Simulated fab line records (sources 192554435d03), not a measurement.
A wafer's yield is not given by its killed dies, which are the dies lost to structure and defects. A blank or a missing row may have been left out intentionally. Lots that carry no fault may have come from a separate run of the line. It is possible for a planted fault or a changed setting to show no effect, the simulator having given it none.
2 desks, one fault :: flow n5Finfet :: each desk has only its own numbers; what lay behind them comes last

== FROM THE METROLOGY DESK ==
Means of the sampled wafers that have a number, per lot and without regard to the tool the lot ran on: this is what the gauges read. A lot is out of limits, marked OUT, if its mean lies more than 4 standard deviations from the usual mean; the brackets give that distance.
Columns: A = cdNm at N5_BEOL_M15_CD_MEAS_17, usual 361.9 nm
lot: L496
first seen here: day 11 09:21
A: 360.5

lot: L499
first seen here: day 12 07:39
A: 362.3

lot: L501
first seen here: day 13 03:28
A: 361.8

lot: L502
first seen here: day 13 05:26
A: 364.5

lot: L507
first seen here: day 14 12:08
A: 363.6

lot: L510
first seen here: day 14 23:40
A: 359.2

lot: L509
first seen here: day 15 04:30
A: 361.6

lot: L511
first seen here: day 15 05:55
A: 357.0

lot: L517
first seen here: day 15 23:52
A: 363.2

lot: L513
first seen here: day 17 19:05
A: 361.5
This desk's finding: nothing out of limits on any of the 10 lots.

== AT THE TOOL OWNER'S DESK: rieDiel-03 ==
The tool's own readings at N5_BEOL_M15_ETCH_59 (etches BARC in N2/H2, target depth 89 nm, overetch 26.7 nm, time 67.9 s): means of the sampled wafers that have a number, for each lot that ran on this tool. A lot is out of limits, marked OUT, if its mean lies more than 4 standard deviations from the usual mean; the brackets give that distance. Of its 9 readings 7 are shown: the one that was out of limits first, and those that lie furthest out on some lot.
Columns: A = h2FlowSccm at N5_BEOL_M15_ETCH_59, usual 200.0 sccm; B = oesProductAu at N5_BEOL_M15_ETCH_59, usual 0.67 a.u.; C = rfFwdPowerW at N5_BEOL_M15_ETCH_59, usual 833 W; D = rfVppV at N5_BEOL_M15_ETCH_59, usual 524.2 V; E = runLengthS at N5_BEOL_M15_ETCH_59, usual 91.4 s; F = showerheadPlenumPTorr at N5_BEOL_M15_ETCH_59, usual 2.55 Torr; G = throttleValvePct at N5_BEOL_M15_ETCH_59, usual 17.92 %
lot: L496
first seen here: day 11 08:53
A: 200.7
B: 0.70
C: 834
D: 525.0
E: 91.5
F: 2.60
G: 17.89

lot: L501
first seen here: day 13 03:00
A: 200.1
B: 0.66
C: 833
D: 524.1
E: 91.7
F: 2.54
G: 18.00

lot: L507
first seen here: day 14 11:40
A: 199.9
B: 0.63
C: 830
D: 522.8
E: 91.7
F: 2.49
G: 17.89

lot: L510
first seen here: day 14 23:13
A: 199.7
B: 0.67
C: 838
D: 523.8
E: 85.1 (-12) OUT
F: 2.53
G: 17.95

lot: L509
first seen here: day 15 04:02
A: 200.1
B: 0.71
C: 834
D: 524.1
E: 84.6 (-13) OUT
F: 2.59
G: 18.08

lot: L511
first seen here: day 15 05:27
A: 200.2
B: 0.70
C: -
D: 521.8
E: 71.7 (-37) OUT
F: 2.46
G: 18.03
This desk finds L509, L510, L511 out of limits, L510 being first, at day 14 23:13 (runLengthS at N5_BEOL_M15_ETCH_59). In limits: L496, L501, L507.

== TAKEN TOGETHER ==
The tool owner's desk could have raised an alarm at day 14 23:13, on L509, L510, L511.
The metrology desk saw nothing out of limits.
The metrology desk has L509, L510, L511 on record, within its limits.
Of the lots named, all ran N5_BEOL_M15_ETCH_59 on rieDiel-03.

== WHAT THE SIMULATOR HAD PUT IN ==
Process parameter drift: rieDiel-03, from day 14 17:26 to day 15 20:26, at N5_BEOL_M15_ETCH_59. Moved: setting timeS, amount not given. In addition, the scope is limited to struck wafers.
Lots struck among those shown: L509, L510, L511.
Hours from the fault's start to each desk's first reading out of limits: the tool owner's desk, 6.
